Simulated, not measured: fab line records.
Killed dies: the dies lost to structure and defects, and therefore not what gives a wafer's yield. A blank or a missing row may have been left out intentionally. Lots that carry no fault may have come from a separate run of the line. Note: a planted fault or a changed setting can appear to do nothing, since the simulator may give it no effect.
Struck lot and sound lot, side by side	flow n5_finfet	39 steps out of a route of 1938
Sound: wafers L125.1, L125.2, L125.4. Struck: wafers L129.2, L129.3, L129.4. The cause comes at the end.
Each step with rows lists, per side, the tool, then ch with its chambers, then its first start. Under that, the readings that differ: sound wafers	struck wafers	difference of the means	sigmas: that difference in standard deviations of wafers without a fault.
alike: words and numbers the same on both sides, and readings whose means are apart by under 2 such deviations; not compared: readings that were withheld, readings missing a value for some wafer, numbers with overlapping values and no deviation given by the record, and bounds like >300 which may hide the same value.
The two part at a step that has a row with sigmas, a row that says differs or no value, or rows on one side only. Numbers that don't overlap but have no deviation are shown without sigmas and don't part them. Lack of a reading on every wafer of one side parts them only where that side has two or more wafers.

first, 9 steps without rows for these wafers: N5_BEOL_M4_ANNEAL_95 (time 240 s); N5_BEOL_M4_SPUTTER_96 (material Cu, target thk 4.5 nm, time 8.29 s); N5_BEOL_M4_ECD_50 (material Cu, target thk 300 nm); N5_BEOL_M4_ANNEAL_51 (time 90 s); N5_BEOL_M4_CMP_52 (polishes, stops on SiOC, t overpolish 6.8 s, target thk 40 nm); N5_BEOL_M4_PRE_CLEAN_60 (time 15 s); N5_BEOL_M4_CO_CAP_55 (material Co, precursor CCTBA/H2, target thk 2 nm, time 102.1 s); N5_BEOL_M4_PRE_CLEAN_56 (time 15 s); N5_BEOL_M4_DEP_57 (deposits SiCN from 3MS/NH3, target thk 8 nm, time 14 s).
N5_BEOL_M4_RC_MEAS_101:
  sound on prober-01 ch 0, day 9 12:19; struck on prober-02 ch 0, day 10 04:34
  alike: DIBL_N, DIBL_P, IOFF_N, IOFF_P, ION_N, ION_P, SS_N, SS_P, VT_N, VT_P
then, 24 steps without rows for these wafers: N5_BEOL_M5_ILD_DEP_00 (deposits SiCOH lowk from DEMS/porogen, target thk 140.64 nm, time 25.9 s); N5_BEOL_M5_CURE_79 (cures SiCOH lowk, time 240 s); N5_BEOL_M5_PECVD_70 (deposits SiO2 from TEOS/O2, target thk 16 nm, time 18 s); N5_BEOL_M5_HM_DEP_02 (deposits TiN, target thk 20 nm); N5_BEOL_M5_COAT_59 (time 60 s, resist thk 60 nm); N5_BEOL_M5_COAT_60 (time 60 s, resist thk 12 nm); N5_BEOL_M5_COAT_71 (time 60 s, resist thk 5 nm); N5_BEOL_M5_COAT_05 (resist thk 30 nm); N5_BEOL_M5_EBR_07; N5_BEOL_M5_SOFTBAKE_06 (time 60 s); N5_BEOL_M5_EXPOSE_08 (exposes mask M5, target cd 28 nm); N5_BEOL_M5_PEB_09 (peb time 60 s); N5_BEOL_M5_DEVELOP_10 (develop time 30 s); N5_BEOL_M5_DESCUM_16 (chemistry O2, time 7 s); N5_BEOL_M5_ETCH_72 (etches underlayer in N2/H2, target depth 6.5 nm, time 5.2 s); N5_BEOL_M5_ETCH_61 (etches SiARC in CF4, target depth 15.6 nm, time 26 s); N5_BEOL_M5_ETCH_62 (etches SOC in N2/H2, target depth 75 nm, overetch 15 nm, time 112.5 s); N5_BEOL_M5_STRIP_63 (strips in N2/H2); N5_BEOL_M5_STRIP_73 (strips in N2/H2); N5_BEOL_M5_STRIP_64 (strips in CF4); N5_BEOL_M5_HM_OPEN_17 (chemistry Cl2/BCl3, target TiN, target depth 20 nm, overetch 6 nm); N5_BEOL_M5_STRIP_19 (strips in O2); N5_BEOL_M5_COAT_65 (time 60 s, resist thk 60 nm); N5_BEOL_M5_COAT_66 (time 60 s, resist thk 12 nm).
N5_BEOL_M6_CMP_52: polishes, stops on SiCOH lowk, t overpolish 6.9 s, target thk 80 nm.
  sound on cmp-02 ch 0,1,2, day 10 13:37; struck on cmp-01 ch 0,1,2, day 11 02:46
  no value came back on the struck wafers for any of 6 readings (barrier_field_endpoint_s (s), clearing_platen_down_force_psi (psi) and others); on the sound wafers barrier_field_endpoint_s (s) reads 29.8 29.6 30.2
reading	sound	struck	difference	sigmas
model.Cu_of_BEOL_M6_ECD_50.thk_nm (nm)	80 82.2 80.4	307.6 304.6 302.4	+224.0	
model.SiO2_of_BEOL_M6_PECVD_70.thk_nm (nm)	0 0 0	20 19.6 20.4	+20	
N5_BEOL_M6_THK_MEAS_53: measures by xrf.
  sound: film_metro-01 at day 10 13:55; struck: film_metro-01 at day 11 03:04
reading	sound	struck	difference	sigmas
M6_THK (nm)	79.0 80.6 79.4	300.3 298.6 296.1	+218.7	+99 or more
N5_BEOL_M6_RS_MEAS_57: a four-point-probe measurement.
  sound: film_metro-02 at day 10 14:03; struck: film_metro-01 at day 11 03:11
reading	sound	struck	difference	sigmas
M6_RS (ohm/sq)	0.286 0.278 0.284	0.063 0.064 0.064	-0.219	-34
N5_BEOL_M6_INSPECT_58: inspects for defects (darkfield).
  sound: defect_inspect-02 at day 10 14:04; struck: defect_inspect-02 at day 11 03:13
reading	sound	struck	difference	sigmas
raw_defect_count	53 90 65	1486 1428 1405	+1370	+55
-- the record jumps here: 3 days lie between the struck wafers' starts before and after (it left off in module BEOL_M6 and takes up again in module PASSIVATION, whose first step shown is number 1936 of the route) --
N5_PASSIVATION_PROBE_49:
  sound: prober-01 at day 14 08:47; struck: prober-01 at day 14 13:53
reading	sound	struck	difference	sigmas
defect_limited_yield (%)	90.2 90.6 90.9	0 0 0	-91	-65
killed_at_M0_to_M3	35 51 33	76 70 67	+31	+3
killed_at_M4_up	13 10 8	1041 1069 1052	+1044	+99 or more
killed_dies	116 111 107	1180 1180 1180	+1069	+63
killed_on_rim	18 8 18	152 152 152	+137	+31
sort_bin_6_memory (%)	3.6 3.1 3.1	4.3 4.4 5.5	+1.5	+2
sort_n_pass	1064 1069 1073	0 0 0	-1069	-63
sort_yield_pct (%)	90.2 90.6 90.9	0 0 0	-91	-60
  alike: killed_at_contacts, killed_at_front_end, killed_at_other, killed_open, killed_short, sort_bin_5_function

## WHERE THEY PART
First at N5_BEOL_M6_CMP_52; last, within this record, at N5_PASSIVATION_PROBE_49.

WHY: whatever the simulator had introduced
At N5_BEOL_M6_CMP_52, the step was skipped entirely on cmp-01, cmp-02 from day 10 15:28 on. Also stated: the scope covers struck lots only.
